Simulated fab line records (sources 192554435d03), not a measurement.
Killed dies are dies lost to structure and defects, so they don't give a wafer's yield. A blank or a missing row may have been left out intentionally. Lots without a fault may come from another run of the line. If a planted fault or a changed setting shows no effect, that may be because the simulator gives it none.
The tool behind it: which one? || flow n5Finfet || 10 lots with 30 wafers sampled at 3 steps, on a route of 1938 steps

## WHAT THE GAUGES READ, wafer by wafer
N5_BEOL_M10_CD_MEAS_11: the cd target is 64.1 nm.
{"lot": "L938", "measured": "day 9 15:59", "on": "cdSem-02", "cdNm (nm)": "63.7 64.2 63.8"}
{"lot": "L940", "measured": "day 10 03:22", "on": "cdSem-01", "cdNm (nm)": "63.8 64.6 63.6"}
{"lot": "L939", "measured": "day 10 18:10", "on": "cdSem-03", "cdNm (nm)": "64.8 64.4 64.8"}
{"lot": "L942", "measured": "day 11 13:14", "on": "cdSem-03", "cdNm (nm)": "64.5 64.2 64.2"}
{"lot": "L949", "measured": "day 13 15:04", "on": "cdSem-02", "cdNm (nm)": "65.0 64.8 64.9"}
{"lot": "L951", "measured": "day 14 05:07", "on": "cdSem-01", "cdNm (nm)": "64.2 63.8 63.4"}
{"lot": "L956", "measured": "day 14 16:43", "on": "cdSem-02", "cdNm (nm)": "63.1 63.7 64.2"}
{"lot": "L955", "measured": "day 15 01:04", "on": "cdSem-01", "cdNm (nm)": "64.2 64.2 63.9"}
{"lot": "L958", "measured": "day 15 19:43", "on": "cdSem-03", "cdNm (nm)": "64.9 64.8 65.3"}
{"lot": "L960", "measured": "day 17 01:27", "on": "cdSem-03", "cdNm (nm)": "63.1 63.6 63.2"}

N5_BEOL_M10_CD_MEAS_28: the cd target is 70 nm.
{"lot": "L938", "measured": "day 9 17:04", "on": "cdSem-01", "cdNm (nm)": "70.2 70.2 70.2"}
{"lot": "L940", "measured": "day 10 04:47", "on": "cdSem-03", "cdNm (nm)": "69.5 71.0 70.3"}
{"lot": "L939", "measured": "day 10 21:32", "on": "cdSem-03", "cdNm (nm)": "69.7 68.8 70.1"}
{"lot": "L942", "measured": "day 11 15:26", "on": "cdSem-02", "cdNm (nm)": "69.8 70.1 70.0"}
{"lot": "L949", "measured": "day 13 17:49", "on": "cdSem-03", "cdNm (nm)": "70.6 71.3 70.7"}
{"lot": "L951", "measured": "day 14 06:16", "on": "cdSem-01", "cdNm (nm)": "78.1 76.5 78.1"}
{"lot": "L956", "measured": "day 14 20:10", "on": "cdSem-02", "cdNm (nm)": "70.7 71.1 70.9"}
{"lot": "L955", "measured": "day 15 01:54", "on": "cdSem-02", "cdNm (nm)": "76.2 76.4 75.4"}
{"lot": "L958", "measured": "day 15 23:21", "on": "cdSem-03", "cdNm (nm)": "69.7 68.8 69.8"}
{"lot": "L960", "measured": "day 17 03:49", "on": "cdSem-02", "cdNm (nm)": "70.1 70.3 69.9"}

## EACH LOT AND THE TOOL THAT RAN IT (in order: tool; ch and the chambers of the sampled wafers; start)
{"lot": "L938", "N5_BEOL_M10_EXPOSE_25": "arfiScanner-02 ch 0, day 9 16:56"}
{"lot": "L940", "N5_BEOL_M10_EXPOSE_25": "arfiScanner-02 ch 0, day 10 04:40"}
{"lot": "L939", "N5_BEOL_M10_EXPOSE_25": "arfiScanner-01 ch 0, day 10 21:25"}
{"lot": "L942", "N5_BEOL_M10_EXPOSE_25": "arfiScanner-03 ch 0, day 11 15:18"}
{"lot": "L949", "N5_BEOL_M10_EXPOSE_25": "arfiScanner-01 ch 0, day 13 17:41"}
{"lot": "L951", "N5_BEOL_M10_EXPOSE_25": "arfiScanner-01 ch 0, day 14 06:08"}
{"lot": "L956", "N5_BEOL_M10_EXPOSE_25": "arfiScanner-03 ch 0, day 14 20:02"}
{"lot": "L955", "N5_BEOL_M10_EXPOSE_25": "arfiScanner-01 ch 0, day 15 01:46"}
{"lot": "L958", "N5_BEOL_M10_EXPOSE_25": "arfiScanner-03 ch 0, day 15 23:13"}
{"lot": "L960", "N5_BEOL_M10_EXPOSE_25": "arfiScanner-03 ch 0, day 17 03:41"}
- N5_BEOL_M10_EXPOSE_25: exposes mask V9.

## AS READ BY THE TOOLS THEMSELVES (means over the sampled wafers that have a number; for cases with no such wafer, the mark the record gives instead)
N5_BEOL_M10_EXPOSE_25.
{"lot": "L938", "tool": "arfiScanner-02", "exposureDoseMJCm2": 85.35}
{"lot": "L940", "tool": "arfiScanner-02", "exposureDoseMJCm2": 85.21}
{"lot": "L939", "tool": "arfiScanner-01", "exposureDoseMJCm2": 85.47}
{"lot": "L942", "tool": "arfiScanner-03", "exposureDoseMJCm2": 85.49}
{"lot": "L949", "tool": "arfiScanner-01", "exposureDoseMJCm2": 85.48}
{"lot": "L951", "tool": "arfiScanner-01", "exposureDoseMJCm2": 93.98}
{"lot": "L956", "tool": "arfiScanner-03", "exposureDoseMJCm2": 85.38}
{"lot": "L955", "tool": "arfiScanner-01", "exposureDoseMJCm2": 90.89}
{"lot": "L958", "tool": "arfiScanner-03", "exposureDoseMJCm2": 85.44}
{"lot": "L960", "tool": "arfiScanner-03", "exposureDoseMJCm2": 85.30}

## THE ANSWER, worked out from the rows above alone
Rule: usual is defined by the lots themselves. The widest of any qualifying gaps counts: lots, ordered by their means at a reading, are off when they make up no more than a third of the lots, leave a main group of 4 or more, and stand apart from it by 3 or more times the standard deviation of that group's means. The tables above print the reading to a certain number of digits; a main group whose means all agree to those digits is not used. Also off: a lot with no number at a reading for which 4 or more lots have one. Any other lot the step has rows for is counted as sound. First the gauges in route order, then the tools' own readings, where a lot's mean is used as printed above. At the first step where some lot is off, the reading lying furthest off is the one used; lots without a number count as furthest.
Off at N5_BEOL_M10_CD_MEAS_28 (cdNm): L951, L955. Main group: mean 70.2 nm, sd 0.5.
A tool fits if, at a process step before that reading, it ran every lot that is off, and no sound lot after the first of them. The gauges at N5_BEOL_M10_CD_MEAS_28 aren't tried: what is off there is off at N5_BEOL_M10_EXPOSE_25 too, on other tools, and a gauge's error can't cause that. One fits: arfiScanner-01 at N5_BEOL_M10_EXPOSE_25. Its last sound lot is L949 (day 13 17:41), its first lot that is off L951 (day 14 06:08): a fault that began between those two fits.
On the lots that are off, the tool's own readings at N5_BEOL_M10_EXPOSE_25 differ by more than 5 times the standard deviation of the sound lots' means, which bears it out; exposureDoseMJCm2 reads 92.44 there versus 85.39 on the sound lots.

## WHAT THE SIMULATOR PUT IN
Process parameter drift: arfiScanner-01, from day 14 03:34 on, at N5_BEOL_M10_EXPOSE_25. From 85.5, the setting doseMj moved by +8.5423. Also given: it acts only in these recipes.
Shown lots that were struck: L951, L955. The rule above found the same.
